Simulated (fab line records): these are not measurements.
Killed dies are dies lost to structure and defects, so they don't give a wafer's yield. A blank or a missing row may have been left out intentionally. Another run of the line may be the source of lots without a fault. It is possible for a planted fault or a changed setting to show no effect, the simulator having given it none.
Which tool is to blame? ; flow n5Finfet ; 22 lots, 66 wafers sampled, at 5 steps of a route of 1938

== WHAT EACH GAUGE READ, for each wafer ==
N5_BEOL_M10_CD_MEAS_18: pitch 140 nm, target cd 70 nm. Usual: cdNm reads 70.3 nm (standard deviation 0.63).
lot;measured;on;cdNm (nm);flag
L074;day 9 17:47;cdSem-02;69.4 69.9 70.8;
L076;day 10 00:59;cdSem-02;71.5 70.5 69.9;
L075;day 10 02:10;cdSem-03;70.7 69.6 69.7;
L077;day 10 07:40;cdSem-01;69.4 69.6 69.2;
L078;day 10 09:52;cdSem-02;69.9 71.6 71.1;
L079;day 10 14:29;cdSem-02;71.1 70.5 71.1;
L080;day 10 16:42;cdSem-02;70.3 70.4 69.1;
L082;day 10 20:10;cdSem-03;71.0 70.7 70.7;
L081;day 11 01:01;cdSem-03;71.1 71.3 71.0;
L083;day 11 02:25;cdSem-01;70.1 70.6 70.3;
L084;day 11 09:13;cdSem-03;72.0 69.5 69.8;
L088;day 14 17:46;cdSem-03;70.5 71.2 70.9;
L095;day 15 07:28;cdSem-03;69.8 69.7 70.2;
L094;day 15 07:47;cdSem-01;70.0 70.9 70.8;
L085;day 15 08:05;cdSem-01;69.6 69.5 69.7;
L089;day 15 17:50;cdSem-03;71.4 70.2 71.3;
L091;day 16 01:49;cdSem-01;70.1 69.4 69.9;
L093;day 16 14:58;cdSem-03;70.1 69.6 70.2;
L087;day 16 15:19;cdSem-02;70.7 71.2 70.0;
L096;day 16 18:34;cdSem-03;69.4 69.3 69.1;
L086;day 17 02:55;cdSem-01;69.9 70.2 70.6;
L097;day 17 03:01;cdSem-01;70.0 70.6 69.6;

== EACH LOT AND THE TOOL THAT RAN IT (in order: tool; ch and the chambers of the sampled wafers; start) ==
lot;N5_BEOL_M9_ALD_74;N5_BEOL_M10_CURE_71;N5_BEOL_M10_STRIP_67;N5_BEOL_M10_HM_OPEN_17
L074;aldMetal-04 ch 0,1,3, day 9 12:19;uvCure-02 ch 1, day 9 15:00;rieDiel-03 ch 0,2,3, day 9 17:27;rieMetal-03 ch 0,1, day 9 17:29
L076;aldMetal-02 ch 0,1,3, day 9 21:11;uvCure-02 ch 1, day 9 23:28;rieDiel-02 ch 0,3, day 10 00:45;rieMetal-03 ch 0,1, day 10 00:49
L075;aldMetal-02 ch 0,2, day 9 22:13;uvCure-02 ch 0, day 10 00:10;rieDiel-04 ch 0,2, day 10 01:56;rieMetal-02 ch 0,1, day 10 01:59
L077;aldMetal-04 ch 0,2, day 10 03:51;uvCure-02 ch 0, day 10 05:56;rieDiel-04 ch 1,3, day 10 07:26;rieMetal-01 ch 0,1, day 10 07:28
L078;aldMetal-04 ch 0,1,3, day 10 06:05;uvCure-02 ch 0, day 10 07:52;rieDiel-02 ch 0,3, day 10 09:13;rieMetal-03 ch 0, day 10 09:16
L079;aldMetal-01 ch 1,2, day 10 10:51;uvCure-03 ch 1, day 10 12:26;rieDiel-03 ch 1,2, day 10 14:10;rieMetal-01 ch 1, day 10 14:13
L080;aldMetal-02 ch 0,1,2, day 10 13:19;uvCure-01 ch 2, day 10 15:07;rieDiel-03 ch 1,3, day 10 16:29;rieMetal-02 ch 0,1, day 10 16:31
L082;aldMetal-02 ch 0,1,3, day 10 15:59;uvCure-02 ch 1, day 10 18:43;rieDiel-02 ch 1,2,3, day 10 19:56;rieMetal-02 ch 0,1, day 10 19:59
L081;aldMetal-02 ch 0,1,3, day 10 21:43;uvCure-01 ch 1, day 10 23:20;rieDiel-02 ch 2,3, day 11 00:42;rieMetal-03 ch 0, day 11 00:46
L083;aldMetal-02 ch 0,1,3, day 10 22:53;uvCure-02 ch 0, day 11 00:31;rieDiel-02 ch 0,2,3, day 11 02:07;rieMetal-03 ch 0, day 11 02:09
L084;aldMetal-02 ch 0,1,2, day 11 05:21;uvCure-01 ch 1, day 11 06:59;rieDiel-03 ch 2,3, day 11 08:57;rieMetal-01 ch 0,1, day 11 08:59
L088;aldMetal-02 ch 0,1, day 14 12:49;uvCure-01 ch 2, day 14 14:27;rieDiel-04 ch 0,1,3, day 14 17:32;rieMetal-02 ch 0,1, day 14 17:35
L095;aldMetal-02 ch 0,1,2, day 14 23:59;uvCure-03 ch 0, day 15 03:10;rieDiel-02 ch 0,2,3, day 15 07:07;rieMetal-01 ch 0,1, day 15 07:10
L094;aldMetal-02 ch 2,3, day 15 02:09;uvCure-03 ch 0, day 15 04:01;rieDiel-03 ch 0,1, day 15 07:27;rieMetal-01 ch 0,1, day 15 07:32
L085;aldMetal-04 ch 1,2,3, day 15 02:29;uvCure-01 ch 2, day 15 04:43;rieDiel-03 ch 2,3, day 15 07:49;rieMetal-02 ch 1, day 15 07:51
L089;aldMetal-02 ch 1,2,3, day 15 12:32;uvCure-03 ch 0, day 15 14:29;rieDiel-03 ch 2,3, day 15 17:36;rieMetal-02 ch 0,1, day 15 17:40
L091;aldMetal-02 ch 0,2,3, day 15 21:27;uvCure-01 ch 2, day 15 23:20;rieDiel-04 ch 1,2,3, day 16 01:35;rieMetal-02 ch 0,1, day 16 01:38
L093;aldMetal-01 ch 1,2,3, day 16 10:23;uvCure-02 ch 1, day 16 12:04;rieDiel-04 ch 0,1,2, day 16 14:44;rieMetal-01 ch 0,1, day 16 14:46
L087;aldMetal-01 ch 0,1,2, day 16 10:38;uvCure-02 ch 0, day 16 12:28;rieDiel-03 ch 0,1,3, day 16 14:58;rieMetal-03 ch 0,1, day 16 15:01
L096;aldMetal-02 ch 2,3, day 16 14:44;uvCure-01 ch 2, day 16 16:23;rieDiel-04 ch 0,1,2, day 16 18:21;rieMetal-02 ch 1, day 16 18:23
L086;aldMetal-04 ch 0,2,3, day 16 20:26;uvCure-02 ch 1, day 16 22:57;rieDiel-02 ch 0,1,3, day 17 02:41;rieMetal-02 ch 0,1, day 17 02:46
L097;aldMetal-04 ch 0,1,3, day 16 21:07;uvCure-03 ch 0, day 16 23:11;rieDiel-04 ch 0,2,3, day 17 02:48;rieMetal-01 ch 0,1, day 17 02:50
- N5_BEOL_M9_ALD_74: deposits TaN, target thk 2 nm, pulse time 2 s, purge time 3 s.
- N5_BEOL_M10_CURE_71: cures SiCOH lowk, time 240 s.
- N5_BEOL_M10_STRIP_67: strips in CF4.
- N5_BEOL_M10_HM_OPEN_17: chemistry Cl2/BCl3, target TiN, target depth 20 nm, overetch 6 nm.

== AS READ BY THE TOOLS THEMSELVES (means over the sampled wafers that have a number; for cases with no such wafer, the mark the record gives instead) ==
N5_BEOL_M9_ALD_74. Usual: chamberPressureTorr 3.000 Torr, standard deviation 0.0064; heaterPowerW 410 W, standard deviation 53; precursorVesselTempC 74.99 C, standard deviation 0.13; susceptorTempC 274.98 C, standard deviation 0.19.
lot;tool;chamberPressureTorr (Torr);heaterPowerW (W);precursorVesselTempC (C);susceptorTempC (C);flag
L074;aldMetal-04;3.003;417;75.04;274.94;
L076;aldMetal-02;2.998;393;75.05;274.82;
L075;aldMetal-02;2.990;450;74.98;274.89;
L077;aldMetal-04;3.002;377;75.00;275.09;
L078;aldMetal-04;2.999;413;75.08;274.81;
L079;aldMetal-01;2.995;400;75.14;274.84;
L080;aldMetal-02;3.002;440;74.96;275.14;
L082;aldMetal-02;2.994;392;74.94;274.84;
L081;aldMetal-02;3.000;396;74.93;275.04;
L083;aldMetal-02;3.000;396;74.96;274.75;
L084;aldMetal-02;3.002;439;75.01;275.11;
L088;aldMetal-02;3.004;411;75.10;275.04;
L095;aldMetal-02;2.998;442;75.02;275.03;
L094;aldMetal-02;3.003;467;74.79;275.10;
L085;aldMetal-04;2.998;387;74.98;274.75;
L089;aldMetal-02;3.003;422;75.09;275.02;
L091;aldMetal-02;3.004;437;74.99;274.89;
L093;aldMetal-01;3.004;401;75.01;275.17;
L087;aldMetal-01;3.001;376;75.07;274.90;
L096;aldMetal-02;3.001;421;74.94;274.83;
L086;aldMetal-04;2.998;382;74.99;274.93;
L097;aldMetal-04;3.000;412;75.03;275.12;

N5_BEOL_M10_CURE_71. Usual: lampPowerPct 52.31 %, standard deviation 0.053; wafer_temp_C_max 387.6, standard deviation 0.71.
lot;tool;lampPowerPct (%);wafer_temp_C_max;flag
L074;uvCure-02;52.31;387.3;
L076;uvCure-02;52.31;387.7;
L075;uvCure-02;52.30;387.8;
L077;uvCure-02;52.32;387.4;
L078;uvCure-02;52.36;388.3;
L079;uvCure-03;52.30;386.7;
L080;uvCure-01;52.30;387.8;
L082;uvCure-02;52.32;387.5;
L081;uvCure-01;52.30;386.7;
L083;uvCure-02;52.35;387.2;
L084;uvCure-01;52.33;386.7;
L088;uvCure-01;52.37;388.0;
L095;uvCure-03;52.32;387.5;
L094;uvCure-03;52.36;387.8;
L085;uvCure-01;52.31;388.0;
L089;uvCure-03;52.33;387.6;
L091;uvCure-01;52.30;388.6;
L093;uvCure-02;52.29;387.4;
L087;uvCure-02;52.33;387.0;
L096;uvCure-01;52.30;387.8;
L086;uvCure-02;52.35;388.0;
L097;uvCure-03;52.34;388.6;

N5_BEOL_M10_STRIP_67. Usual: cf4FlowSccm 150.0 sccm, standard deviation 0.46; drypumpMotorCurrentA 5.9 A, standard deviation 0.44; oesProductAu 0.82 a.u., standard deviation 0.076; rfVppV 271.5 V, standard deviation 1.6; showerheadPlenumPTorr 1.81 Torr, standard deviation 0.064; throttleValvePct 13.54 %, standard deviation 0.25.
lot;tool;cf4FlowSccm (sccm);drypumpMotorCurrentA (A);oesProductAu (a.u.);rfVppV (V);showerheadPlenumPTorr (Torr);throttleValvePct (%);flag
L074;rieDiel-03;149.8;5.4;0.74;270.7;1.78;13.62;
L076;rieDiel-02;150.1;6.4;0.77;270.3;1.74;13.68;
L075;rieDiel-04;149.5;6.3;0.78;269.0;1.73;13.85;
L077;rieDiel-04;149.4;5.6;0.86;271.2;1.78;13.35;
L078;rieDiel-02;150.0;6.4;0.76;269.1;1.74;13.69;
L079;rieDiel-03;150.1;5.4;0.74;270.9;1.78;13.72;
L080;rieDiel-03;150.4;5.6;0.82;272.0;1.86;13.48;
L082;rieDiel-02;149.6;6.2;0.83;273.2;1.85;13.40;
L081;rieDiel-02;150.2;6.1;0.79;272.2;1.84;13.51;
L083;rieDiel-02;149.6;6.2;0.77;271.2;1.79;13.62;
L084;rieDiel-03;150.5;5.3;0.77;272.2;1.84;13.44;
L088;rieDiel-04;150.3;6.0;0.84;270.7;1.78;13.45;
L095;rieDiel-02;149.9;6.2;0.75;271.2;1.78;13.68;
L094;rieDiel-03;149.8;5.8;0.83;271.6;1.85;13.79;
L085;rieDiel-03;150.0;5.2;0.90;270.9;1.79;13.23;
L089;rieDiel-03;150.1;5.3;0.84;271.8;1.83;13.31;
L091;rieDiel-04;149.8;6.0;0.87;271.7;1.82;13.55;
L093;rieDiel-04;150.1;6.3;0.87;272.0;1.83;13.59;
L087;rieDiel-03;150.3;5.7;0.82;272.9;1.87;13.63;
L096;rieDiel-04;150.0;6.3;0.87;271.2;1.83;13.60;
L086;rieDiel-02;150.1;6.3;0.86;270.8;1.79;13.42;
L097;rieDiel-04;149.8;6.0;0.86;271.2;1.80;13.49;

N5_BEOL_M10_HM_OPEN_17. Usual: bcl3FlowSccm 21.75 sccm, standard deviation 0.06; drypumpMotorCurrentA 5.7 A, standard deviation 0.32; mfcCl2Sccm 53.23 sccm, standard deviation 0.17; oes_ar_750_au 0.80 a.u., standard deviation 0.069; oesProductAu 0.68 a.u., standard deviation 0.064; throttleValvePct 22.07 %, standard deviation 0.2.
lot;tool;bcl3FlowSccm (sccm);drypumpMotorCurrentA (A);mfcCl2Sccm (sccm);oes_ar_750_au (a.u.);oesProductAu (a.u.);throttleValvePct (%);flag
L074;rieMetal-03;21.80;6.1;53.19;0.69;0.58;22.26;
L076;rieMetal-03;21.74;6.1;53.27;0.69;0.58;22.27;
L075;rieMetal-02;21.74;5.7;53.04;0.83;0.71;21.93;
L077;rieMetal-01;21.81;5.3;53.38;0.71;0.62;22.26;
L078;rieMetal-03;21.81;6.0;52.89;0.83;0.72;22.17;
L079;rieMetal-01;21.73;5.1;53.30;0.79;0.66;22.11;
L080;rieMetal-02;21.69;5.8;53.12;0.81;0.68;21.81;
L082;rieMetal-02;21.75;5.7;53.13;0.82;0.71;21.92;
L081;rieMetal-03;21.78;6.0;53.34;0.82;0.72;22.16;
L083;rieMetal-03;21.71;6.0;53.22;0.82;0.72;22.15;
L084;rieMetal-01;21.70;5.6;53.22;0.88;0.77;22.19;
L088;rieMetal-02;21.76;5.8;53.32;0.78;0.66;21.84;
L095;rieMetal-01;21.76;5.6;53.19;0.83;0.72;22.22;
L094;rieMetal-01;21.78;5.6;53.43;0.83;0.72;22.23;
L085;rieMetal-02;21.77;5.6;53.29;0.82;0.69;22.09;
L089;rieMetal-02;21.81;5.7;53.14;0.79;0.68;21.95;
L091;rieMetal-02;21.77;5.8;53.24;0.77;0.66;21.84;
L093;rieMetal-01;21.74;5.6;53.28;0.82;0.71;22.23;
L087;rieMetal-03;21.72;6.0;53.45;0.83;0.71;22.13;
L096;rieMetal-02;21.73;5.7;53.16;0.81;0.69;22.09;
L086;rieMetal-02;21.68;5.8;53.16;0.77;0.65;21.84;
L097;rieMetal-01;21.70;5.6;53.23;0.82;0.71;22.23;

== THE ANSWER, worked out from the rows above alone ==
Rule: take the mean of a lot's wafers that have a number; if it is more than 3 standard deviations from the usual mean, the lot is off. A lot without any number at a reading at which 4 lots or more have one is off too. Where the step has rows for the other lots, those lots are counted as sound. First the gauges in route order, then the tools' own readings, where a lot's mean is used as printed above. At the first step where some lot is off, the reading lying furthest off is the one used; lots without a number count as furthest.
No lot is off on any of the readings shown, so nothing can be concluded from this.

== WHAT THE SIMULATOR PUT IN ==
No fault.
